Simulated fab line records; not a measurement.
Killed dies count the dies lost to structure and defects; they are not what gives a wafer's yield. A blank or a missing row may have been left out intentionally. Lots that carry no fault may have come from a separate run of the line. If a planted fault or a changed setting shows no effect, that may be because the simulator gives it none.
The tool behind it: which one? + flow n5 finfet + 19 lots, 57 wafers sampled, at 6 steps of a route of 1938

WHAT THE GAUGES READ, wafer by wafer
Not one reading of a measure or inspect step in the record can be checked against a usual standard deviation.

TOOL THAT RAN EACH LOT (tool first, then ch and the chambers of the sampled wafers, then the start)
| lot  | N5_BEOL_M7_STRIP_36                | N5_BEOL_M7_ETCH_41                            | N5_BEOL_M8_PECVD_70             | N5_BEOL_M8_ETCH_61                 | N5_BEOL_M8_STRIP_67                | N5_BEOL_M8_HM_OPEN_17             |
|------|------------------------------------|-----------------------------------------------|---------------------------------|------------------------------------|------------------------------------|-----------------------------------|
| L074 | rie diel-06 ch 1,3, day 8 21:43    | rie diel-06 ch 1,3, day 9 01:32 or earlier    | pecvd-03 ch 1,2, day 9 01:32    | rie diel-02 ch 0,1,3, day 9 03:56  | rie diel-02 ch 0,1,3, day 9 04:08  | rie metal-02 ch 0,1, day 9 04:11  |
| L075 | rie diel-03 ch 0,2,3, day 9 07:47  | rie diel-03 ch 0,2,3, day 9 11:08 or earlier  | pecvd-04 ch 0,1,2, day 9 11:08  | rie diel-05 ch 0,2,3, day 9 12:44  | rie diel-05 ch 0,2,3, day 9 12:56  | rie metal-01 ch 0,1, day 9 12:59  |
| L076 | rie diel-06 ch 1,2, day 9 18:34    | rie diel-06 ch 1,2, day 9 21:46 or earlier    | pecvd-03 ch 0,1, day 9 21:46    | rie diel-02 ch 0,2, day 10 00:09   | rie diel-02 ch 0,2, day 10 00:21   | rie metal-03 ch 0,1, day 10 00:25 |
| L077 | rie diel-06 ch 0,1,3, day 10 04:37 | rie diel-06 ch 0,1,3, day 10 08:17 or earlier | pecvd-03 ch 0,1,2, day 10 08:17 | rie diel-05 ch 1,2,3, day 10 11:31 | rie diel-05 ch 1,2,3, day 10 11:43 | rie metal-03 ch 0,1, day 10 11:47 |
| L079 | rie diel-04 ch 0,3, day 10 17:04   | rie diel-04 ch 0,3, day 10 20:10 or earlier   | pecvd-01 ch 1,2, day 10 20:10   | rie diel-05 ch 1,2,3, day 10 22:25 | rie diel-05 ch 1,2,3, day 10 22:37 | rie metal-01 ch 0,1, day 10 22:40 |
| L078 | rie diel-04 ch 1,2,3, day 10 19:50 | rie diel-04 ch 1,2,3, day 11 00:11 or earlier | pecvd-01 ch 0,1,2, day 11 00:11 | rie diel-05 ch 1,2,3, day 11 01:35 | rie diel-05 ch 1,2,3, day 11 01:46 | rie metal-01 ch 0,1, day 11 01:50 |
| L081 | rie diel-03 ch 0,3, day 10 23:57   | rie diel-03 ch 0,3, day 11 03:48 or earlier   | pecvd-03 ch 0,1, day 11 03:48   | rie diel-01 ch 0,2,3, day 11 04:53 | rie diel-01 ch 0,2,3, day 11 05:06 | rie metal-03 ch 0,1, day 11 05:10 |
| L082 | rie diel-04 ch 1,2,3, day 11 04:08 | rie diel-04 ch 1,2,3, day 11 09:09 or earlier | pecvd-03 ch 0,1, day 11 09:09   | rie diel-01 ch 0,2, day 11 12:55   | rie diel-01 ch 0,2, day 11 13:07   | rie metal-02 ch 0,1, day 11 13:10 |
| L087 | rie diel-06 ch 1,2,3, day 12 07:24 | rie diel-06 ch 1,2,3, day 12 11:11 or earlier | pecvd-04 ch 0,1, day 12 11:11   | rie diel-02 ch 0,1, day 12 13:25   | rie diel-02 ch 0,1, day 12 13:37   | rie metal-01 ch 0,1, day 12 13:40 |
| L086 | rie diel-04 ch 1,2,3, day 12 09:40 | rie diel-04 ch 1,2,3, day 12 14:06 or earlier | pecvd-04 ch 0,1, day 12 14:06   | rie diel-01 ch 0,1, day 12 16:08   | rie diel-01 ch 0,1, day 12 16:20   | rie metal-02 ch 0,1, day 12 16:25 |
| L090 | rie diel-04 ch 1,2, day 13 01:13   | rie diel-04 ch 1,2, day 13 05:24 or earlier   | pecvd-01 ch 0,1,2, day 13 05:24 | rie diel-05 ch 0,2, day 13 06:31   | rie diel-05 ch 0,2, day 13 06:43   | rie metal-02 ch 0,1, day 13 06:46 |
| L088 | rie diel-06 ch 0,3, day 13 01:34   | rie diel-06 ch 0,3, day 13 06:40 or earlier   | pecvd-01 ch 0,1,2, day 13 06:40 | rie diel-02 ch 1,2,3, day 13 09:53 | rie diel-02 ch 1,2,3, day 13 10:05 | rie metal-03 ch 0,1, day 13 10:07 |
| L091 | rie diel-03 ch 0,1, day 13 08:52   | rie diel-03 ch 0,1, day 13 12:38 or earlier   | pecvd-04 ch 0,1,2, day 13 12:38 | rie diel-05 ch 1,2, day 13 15:31   | rie diel-05 ch 1,2, day 13 15:43   | rie metal-02 ch 0,1, day 13 15:46 |
| L092 | rie diel-06 ch 0,2,3, day 13 21:52 | rie diel-06 ch 0,2,3, day 14 01:41 or earlier | pecvd-03 ch 0,1,2, day 14 01:41 | rie diel-02 ch 0,1, day 14 03:30   | rie diel-02 ch 0,1, day 14 03:42   | rie metal-01 ch 0,1, day 14 03:47 |
| L093 | rie diel-06 ch 0,2,3, day 14 02:17 | rie diel-06 ch 0,2,3, day 14 05:34 or earlier | pecvd-01 ch 0,2, day 14 05:34   | rie diel-02 ch 0,1,3, day 14 08:25 | rie diel-02 ch 0,1,3, day 14 08:37 | rie metal-01 ch 0,1, day 14 08:40 |
| L094 | rie diel-04 ch 0,3, day 14 07:58   | rie diel-04 ch 0,3, day 14 12:59 or earlier   | pecvd-03 ch 0,1, day 14 12:59   | rie diel-02 ch 2,3, day 14 15:19   | rie diel-02 ch 2,3, day 14 15:31   | rie metal-02 ch 0,1, day 14 15:33 |
| L095 | rie diel-06 ch 0,3, day 14 16:38   | rie diel-06 ch 0,3, day 14 22:26 or earlier   | pecvd-04 ch 0,2, day 14 22:26   | rie diel-02 ch 1,2,3, day 15 00:50 | rie diel-02 ch 1,2,3, day 15 01:02 | rie metal-01 ch 0,1, day 15 01:05 |
| L096 | rie diel-04 ch 0,2,3, day 14 23:46 | rie diel-04 ch 0,2,3, day 15 03:21 or earlier | pecvd-01 ch 0,1,2, day 15 03:21 | rie diel-02 ch 0,1,3, day 15 05:28 | rie diel-02 ch 0,1,3, day 15 05:41 | rie metal-02 ch 0,1, day 15 05:43 |
| L097 | rie diel-06 ch 0,1,3, day 15 06:39 | rie diel-06 ch 0,1,3, day 15 10:55 or earlier | pecvd-04 ch 1,2, day 15 10:55   | rie diel-02 ch 0,1,3, day 15 12:49 | rie diel-02 ch 0,1,3, day 15 13:01 | rie metal-03 ch 0,1, day 15 13:03 |
- N5_BEOL_M7_STRIP_36: strips in N2/H2.
- N5_BEOL_M7_ETCH_41: etches SiCN in CH3F/O2, target depth 31.9 nm, time 57.8 s.
- N5_BEOL_M8_PECVD_70: deposits SiO2 from TEOS/O2, target thk 20 nm, time 22.7 s.
- N5_BEOL_M8_ETCH_61: etches SiARC in CF4, target depth 45.5 nm, time 75.8 s.
- N5_BEOL_M8_STRIP_67: strips in CF4.
- N5_BEOL_M8_HM_OPEN_17: chemistry Cl2/BCl3, target TiN, target depth 20 nm, overetch 6 nm.

WHAT THE TOOLS THEMSELVES READ (means of the sampled wafers that have a number; where no wafer has one, the mark that the record gives instead)
N5_BEOL_M7_STRIP_36. Usual: drypump motor current A 5.7 A, standard deviation 0.33; oes product au 0.80 a.u., standard deviation 0.087; rf vpp V 59.2 V, standard deviation 1.3; showerhead plenum p Torr 2.54 Torr, standard deviation 0.059; throttle valve pct 23.7 %, standard deviation 0.32.
| lot  | tool        | drypump motor current A (A) | oes product au (a.u.) | rf vpp V (V) | showerhead plenum p Torr (Torr) | throttle valve pct (%) | flag |
|------|-------------|-----------------------------|-----------------------|--------------|---------------------------------|------------------------|------|
| L074 | rie diel-06 | 5.8                         | 0.84                  | 59.4         | 2.57                            | 23.6                   |      |
| L075 | rie diel-03 | 6.1                         | 0.86                  | 59.9         | 2.53                            | 23.3                   |      |
| L076 | rie diel-06 | 5.7                         | 0.74                  | 59.2         | 2.52                            | 24.1                   |      |
| L077 | rie diel-06 | 5.8                         | 0.76                  | 59.7         | 2.57                            | 23.7                   |      |
| L079 | rie diel-04 | 5.7                         | 0.82                  | 60.7         | 2.52                            | 23.7                   |      |
| L078 | rie diel-04 | 5.6                         | 0.74                  | 59.5         | 2.53                            | 23.8                   |      |
| L081 | rie diel-03 | 5.9                         | 0.82                  | 58.9         | 2.52                            | 23.2                   |      |
| L082 | rie diel-04 | 5.6                         | 0.74                  | 58.2         | 2.53                            | 23.8                   |      |
| L087 | rie diel-06 | 5.7                         | 0.78                  | 59.7         | 2.55                            | 23.8                   |      |
| L086 | rie diel-04 | 5.6                         | 0.74                  | 59.8         | 2.53                            | 23.8                   |      |
| L090 | rie diel-04 | 5.6                         | 0.74                  | 58.9         | 2.49                            | 24.0                   |      |
| L088 | rie diel-06 | 5.8                         | 0.87                  | 58.0         | 2.59                            | 23.3                   |      |
| L091 | rie diel-03 | 5.9                         | 0.75                  | 58.6         | 2.57                            | 23.8                   |      |
| L092 | rie diel-06 | 5.6                         | 0.84                  | 60.4         | 2.58                            | 23.5                   |      |
| L093 | rie diel-06 | 5.6                         | 0.85                  | 58.5         | 2.58                            | 23.5                   |      |
| L094 | rie diel-04 | 6.0                         | 0.83                  | 59.9         | 2.50                            | 23.8                   |      |
| L095 | rie diel-06 | 5.8                         | 0.86                  | 59.3         | 2.58                            | 23.3                   |      |
| L096 | rie diel-04 | 5.8                         | 0.79                  | 60.9         | 2.48                            | 23.8                   |      |
| L097 | rie diel-06 | 5.8                         | 0.89                  | 58.8         | 2.55                            | 23.5                   |      |

N5_BEOL_M7_ETCH_41. Usual: drypump motor current A 5.7 A, standard deviation 0.33; oes product au 0.80 a.u., standard deviation 0.086; rf fwd power W 391.0 W, standard deviation 1.4; rf vpp V 297.5 V, standard deviation 1.2; showerhead plenum p Torr 2.00 Torr, standard deviation 0.046; throttle valve pct 16.31 %, standard deviation 0.29.
| lot  | tool        | drypump motor current A (A) | oes product au (a.u.) | rf fwd power W (W) | rf vpp V (V) | showerhead plenum p Torr (Torr) | throttle valve pct (%) | flag |
|------|-------------|-----------------------------|-----------------------|--------------------|--------------|---------------------------------|------------------------|------|
| L074 | rie diel-06 | 5.8                         | 0.84                  | 389.3              | 297.7        | 2.02                            | 16.16                  |      |
| L075 | rie diel-03 | 6.1                         | 0.86                  | 391.5              | 297.2        | 2.00                            | 16.03                  |      |
| L076 | rie diel-06 | 5.7                         | 0.74                  | 389.9              | 297.3        | 1.99                            | 16.72                  |      |
| L077 | rie diel-06 | 5.8                         | 0.75                  | 390.9              | 296.9        | 2.02                            | 16.37                  |      |
| L079 | rie diel-04 | 5.7                         | 0.83                  | 391.3              | 297.5        | 1.99                            | 16.32                  |      |
| L078 | rie diel-04 | 5.5                         | 0.74                  | 391.8              | 297.3        | 2.00                            | 16.36                  |      |
| L081 | rie diel-03 | 5.8                         | 0.82                  | 391.3              | 297.3        | 1.99                            | 15.98                  |      |
| L082 | rie diel-04 | 5.5                         | 0.75                  | 390.3              | 296.7        | 2.00                            | 16.35                  |      |
| L087 | rie diel-06 | 5.6                         | 0.78                  | 389.4              | 298.2        | 2.00                            | 16.42                  |      |
| L086 | rie diel-04 | 5.5                         | 0.74                  | 392.5              | 296.9        | 1.99                            | 16.37                  |      |
| L090 | rie diel-04 | 5.6                         | 0.74                  | 391.1              | 296.5        | 1.96                            | 16.38                  |      |
| L088 | rie diel-06 | 5.8                         | 0.88                  | 390.8              | 298.2        | 2.03                            | 15.91                  |      |
| L091 | rie diel-03 | 5.9                         | 0.76                  | 391.7              | 296.9        | 2.03                            | 16.47                  |      |
| L092 | rie diel-06 | 5.6                         | 0.85                  | 390.8              | 298.0        | 2.02                            | 16.13                  |      |
| L093 | rie diel-06 | 5.6                         | 0.84                  | 392.6              | 297.8        | 2.02                            | 16.14                  |      |
| L094 | rie diel-04 | 6.0                         | 0.82                  | 390.6              | 296.9        | 1.97                            | 16.39                  |      |
| L095 | rie diel-06 | 5.8                         | 0.85                  | 390.8              | 297.3        | 2.03                            | 15.94                  |      |
| L096 | rie diel-04 | 5.8                         | 0.79                  | 390.6              | 296.2        | 1.96                            | 16.38                  |      |
| L097 | rie diel-06 | 5.8                         | 0.89                  | 390.9              | 297.4        | 2.01                            | 16.14                  |      |

N5_BEOL_M8_PECVD_70. Usual: heater power w 705 W, standard deviation 79; rf fwd power W 444.7 W, standard deviation 2.2; showerhead plenum p Torr 8.80 Torr, standard deviation 0.052; throttle valve pct 22.1 %, standard deviation 1.3.
| lot  | tool     | heater power w (W) | rf fwd power W (W) | showerhead plenum p Torr (Torr) | throttle valve pct (%) | flag |
|------|----------|--------------------|--------------------|---------------------------------|------------------------|------|
| L074 | pecvd-03 | 717                | 445.0              | 8.83                            | 20.6                   |      |
| L075 | pecvd-04 | 773                | 444.7              | 8.82                            | 22.3                   |      |
| L076 | pecvd-03 | 680                | 444.1              | 8.84                            | 21.7                   |      |
| L077 | pecvd-03 | 673                | 442.7              | 8.83                            | 21.1                   |      |
| L079 | pecvd-01 | 682                | 447.7              | 8.75                            | 21.8                   |      |
| L078 | pecvd-01 | 714                | 446.1              | 8.77                            | 22.8                   |      |
| L081 | pecvd-03 | 701                | 442.3              | 8.85                            | 22.0                   |      |
| L082 | pecvd-03 | 773                | 442.0              | 8.86                            | 22.0                   |      |
| L087 | pecvd-04 | 689                | 444.2              | 8.79                            | 22.2                   |      |
| L086 | pecvd-04 | 612                | 443.1              | 8.80                            | 22.2                   |      |
| L090 | pecvd-01 | 701                | 445.1              | 8.76                            | 22.6                   |      |
| L088 | pecvd-01 | 696                | 446.1              | 8.77                            | 22.7                   |      |
| L091 | pecvd-04 | 717                | 444.3              | 8.79                            | 22.5                   |      |
| L092 | pecvd-03 | 704                | 443.0              | 8.86                            | 21.2                   |      |
| L093 | pecvd-01 | 684                | 445.2              | 8.81                            | 22.7                   |      |
| L094 | pecvd-03 | 644                | 441.9              | 8.84                            | 21.8                   |      |
| L095 | pecvd-04 | 745                | 444.5              | 8.80                            | 22.2                   |      |
| L096 | pecvd-01 | 701                | 446.6              | 8.76                            | 22.7                   |      |
| L097 | pecvd-04 | 726                | 444.0              | 8.83                            | 21.5                   |      |

N5_BEOL_M8_ETCH_61. Usual: for drypump motor current A, 5.8 A with a standard deviation of 0.44; for etch rf on time s, 76.0 s with a standard deviation of 1.5; for oes product au, 0.65 a.u. with a standard deviation of 0.072; for rf fwd power W, 539.2 W with a standard deviation of 2.6; for rf vpp V, 183.7 V with a standard deviation of 0.94; for showerhead plenum p Torr, 2.10 Torr with a standard deviation of 0.032; for throttle valve pct, 15.68 % with a standard deviation of 0.28.
| lot  | tool        | drypump motor current A (A) | etch rf on time s (s) | oes product au (a.u.) | rf fwd power W (W) | rf vpp V (V) | showerhead plenum p Torr (Torr) | throttle valve pct (%) | flag |
|------|-------------|-----------------------------|-----------------------|-----------------------|--------------------|--------------|---------------------------------|------------------------|------|
| L074 | rie diel-02 | 5.9                         | 74.3                  | 0.65                  | 537.3              | 184.3        | 2.12                            | 15.54                  |      |
| L075 | rie diel-05 | 5.3                         | 76.2                  | 0.59                  | 539.0              | 183.5        | 2.09                            | 15.83                  |      |
| L076 | rie diel-02 | 5.8                         | 76.7                  | 0.63                  | 539.4              | 183.4        | 2.11                            | 15.92                  |      |
| L077 | rie diel-05 | 5.6                         | 75.6                  | 0.67                  | 540.0              | 182.9        | 2.09                            | 15.70                  |      |
| L079 | rie diel-05 | 5.6                         | 75.3                  | 0.66                  | 538.7              | 184.3        | 2.08                            | 15.72                  |      |
| L078 | rie diel-05 | 5.6                         | 76.0                  | 0.65                  | 538.7              | 183.6        | 2.08                            | 15.72                  |      |
| L081 | rie diel-01 | 5.7                         | 75.6                  | 0.69                  | 539.0              | 183.9        | 2.10                            | 15.60                  |      |
| L082 | rie diel-01 | 6.2                         | 75.6                  | 0.73                  | 539.3              | 183.5        | 2.09                            | 15.39                  |      |
| L087 | rie diel-02 | 5.9                         | 76.2                  | 0.61                  | 538.7              | 184.0        | 2.11                            | 15.57                  |      |
| L086 | rie diel-01 | 6.2                         | 74.8                  | 0.75                  | 538.8              | 182.9        | 2.09                            | 15.30                  |      |
| L090 | rie diel-05 | 5.1                         | 75.4                  | 0.65                  | 541.7              | 183.5        | 2.05                            | 15.59                  |      |
| L088 | rie diel-02 | 6.0                         | 76.5                  | 0.60                  | 537.7              | 184.0        | 2.13                            | 15.76                  |      |
| L091 | rie diel-05 | 5.7                         | 74.8                  | 0.69                  | 537.2              | 183.2        | 2.08                            | 15.47                  |      |
| L092 | rie diel-02 | 5.8                         | 76.6                  | 0.61                  | 539.5              | 183.8        | 2.07                            | 15.65                  |      |
| L093 | rie diel-02 | 5.9                         | 77.1                  | 0.61                  | 538.7              | 183.6        | 2.10                            | 15.63                  |      |
| L094 | rie diel-02 | 6.0                         | 75.6                  | 0.62                  | 538.6              | 183.3        | 2.13                            | 15.79                  |      |
| L095 | rie diel-02 | 6.1                         | 78.0                  | 0.59                  | 538.5              | 184.2        | 2.13                            | 15.79                  |      |
| L096 | rie diel-02 | 5.9                         | 75.2                  | 0.61                  | 539.4              | 184.4        | 2.10                            | 15.64                  |      |
| L097 | rie diel-02 | 5.9                         | 76.1                  | 0.60                  | 539.5              | 183.9        | 2.10                            | 15.66                  |      |

N5_BEOL_M8_STRIP_67. Usual: drypump motor current A 5.8 A, standard deviation 0.45; oes product au 0.76 a.u., standard deviation 0.078; rf vpp V 270.5 V, standard deviation 1.2; showerhead plenum p Torr 1.763 Torr, standard deviation 0.027; throttle valve pct 13.66 %, standard deviation 0.29.
| lot  | tool        | drypump motor current A (A) | oes product au (a.u.) | rf vpp V (V) | showerhead plenum p Torr (Torr) | throttle valve pct (%) | flag |
|------|-------------|-----------------------------|-----------------------|--------------|---------------------------------|------------------------|------|
| L074 | rie diel-02 | 5.9                         | 0.75                  | 271.2        | 1.774                           | 13.52                  |      |
| L075 | rie diel-05 | 5.3                         | 0.70                  | 269.1        | 1.754                           | 13.83                  |      |
| L076 | rie diel-02 | 5.8                         | 0.74                  | 270.6        | 1.768                           | 13.89                  |      |
| L077 | rie diel-05 | 5.6                         | 0.77                  | 270.0        | 1.751                           | 13.69                  |      |
| L079 | rie diel-05 | 5.6                         | 0.76                  | 268.9        | 1.750                           | 13.70                  |      |
| L078 | rie diel-05 | 5.6                         | 0.76                  | 270.1        | 1.749                           | 13.70                  |      |
| L081 | rie diel-01 | 5.7                         | 0.81                  | 270.1        | 1.764                           | 13.57                  |      |
| L082 | rie diel-01 | 6.3                         | 0.84                  | 271.4        | 1.754                           | 13.36                  |      |
| L087 | rie diel-02 | 5.9                         | 0.72                  | 270.7        | 1.764                           | 13.56                  |      |
| L086 | rie diel-01 | 6.2                         | 0.86                  | 270.0        | 1.755                           | 13.26                  |      |
| L090 | rie diel-05 | 5.2                         | 0.76                  | 268.7        | 1.725                           | 13.59                  |      |
| L088 | rie diel-02 | 6.0                         | 0.71                  | 270.4        | 1.785                           | 13.76                  |      |
| L091 | rie diel-05 | 5.7                         | 0.81                  | 270.0        | 1.739                           | 13.44                  |      |
| L092 | rie diel-02 | 5.8                         | 0.72                  | 270.4        | 1.737                           | 13.62                  |      |
| L093 | rie diel-02 | 5.9                         | 0.71                  | 270.0        | 1.762                           | 13.62                  |      |
| L094 | rie diel-02 | 6.0                         | 0.72                  | 271.6        | 1.786                           | 13.79                  |      |
| L095 | rie diel-02 | 6.0                         | 0.70                  | 270.3        | 1.782                           | 13.78                  |      |
| L096 | rie diel-02 | 5.9                         | 0.72                  | 269.4        | 1.760                           | 13.64                  |      |
| L097 | rie diel-02 | 5.9                         | 0.71                  | 270.9        | 1.760                           | 13.63                  |      |

N5_BEOL_M8_HM_OPEN_17. Usual: drypump motor current A 5.3 A, standard deviation 0.39; he backside leak sccm 3.3 sccm, standard deviation 0.33; oes product au 0.68 a.u., standard deviation 0.07; rf fwd power W 991 W, standard deviation 3.1; throttle valve pct 22.08 %, standard deviation 0.16.
| lot  | tool         | drypump motor current A (A) | he backside leak sccm (sccm) | oes product au (a.u.) | rf fwd power W (W) | throttle valve pct (%) | flag |
|------|--------------|-----------------------------|------------------------------|-----------------------|--------------------|------------------------|------|
| L074 | rie metal-02 | 5.5                         | 3.5                          | 0.62                  | 993                | 22.18                  |      |
| L075 | rie metal-01 | 5.0                         | 3.2                          | 0.74                  | 988                | 22.00                  |      |
| L076 | rie metal-03 | 5.4                         | 3.4                          | 0.76                  | 996                | 22.08                  |      |
| L077 | rie metal-03 | 5.1                         | 3.3                          | 0.70                  | 995                | 22.15                  |      |
| L079 | rie metal-01 | 5.2                         | 3.3                          | 0.74                  | 988                | 21.92                  |      |
| L078 | rie metal-01 | 5.2                         | 3.2                          | 0.74                  | 988                | 21.93                  |      |
| L081 | rie metal-03 | 5.1                         | 3.4                          | 0.70                  | 993                | 22.14                  |      |
| L082 | rie metal-02 | 5.7                         | 3.3                          | 0.64                  | 990                | 22.08                  |      |
| L087 | rie metal-01 | 5.2                         | 3.2                          | 0.72                  | 990                | 21.95                  |      |
| L086 | rie metal-02 | 5.5                         | 3.4                          | 0.61                  | 994                | 22.20                  |      |
| L090 | rie metal-02 | 5.7                         | 3.3                          | 0.63                  | 991                | 22.10                  |      |
| L088 | rie metal-03 | 5.4                         | 3.3                          | 0.72                  | 992                | 22.09                  |      |
| L091 | rie metal-02 | 5.7                         | 3.2                          | 0.63                  | 990                | 22.10                  |      |
| L092 | rie metal-01 | 5.2                         | 3.2                          | 0.71                  | 991                | 21.94                  |      |
| L093 | rie metal-01 | 5.2                         | 3.2                          | 0.71                  | 992                | 21.95                  |      |
| L094 | rie metal-02 | 5.7                         | 3.2                          | 0.62                  | 993                | 22.11                  |      |
| L095 | rie metal-01 | 5.2                         | 3.3                          | 0.71                  | 993                | 21.95                  |      |
| L096 | rie metal-02 | 5.7                         | 3.4                          | 0.62                  | 992                | 22.12                  |      |
| L097 | rie metal-03 | 5.2                         | 3.5                          | 0.66                  | 991                | 22.17                  |      |

THE ANSWER, worked out from the rows above alone
Rule: a lot is off if the mean of its wafers that have a number lies more than 3 standard deviations from the usual mean. Also off: a lot with no number at a reading for which 4 or more lots have one. Any other lot the step has rows for is counted as sound. After the gauges, taken in route order, come the tools' own readings; for these a lot's mean is taken, as printed above. The first step at which some lot is off is used, and at that step the reading that is off furthest; a lot without a number counts as furthest.
Across all readings shown, no lot is off: no conclusion can be drawn from this.

WHAT THE SIMULATOR HAD INSERTED
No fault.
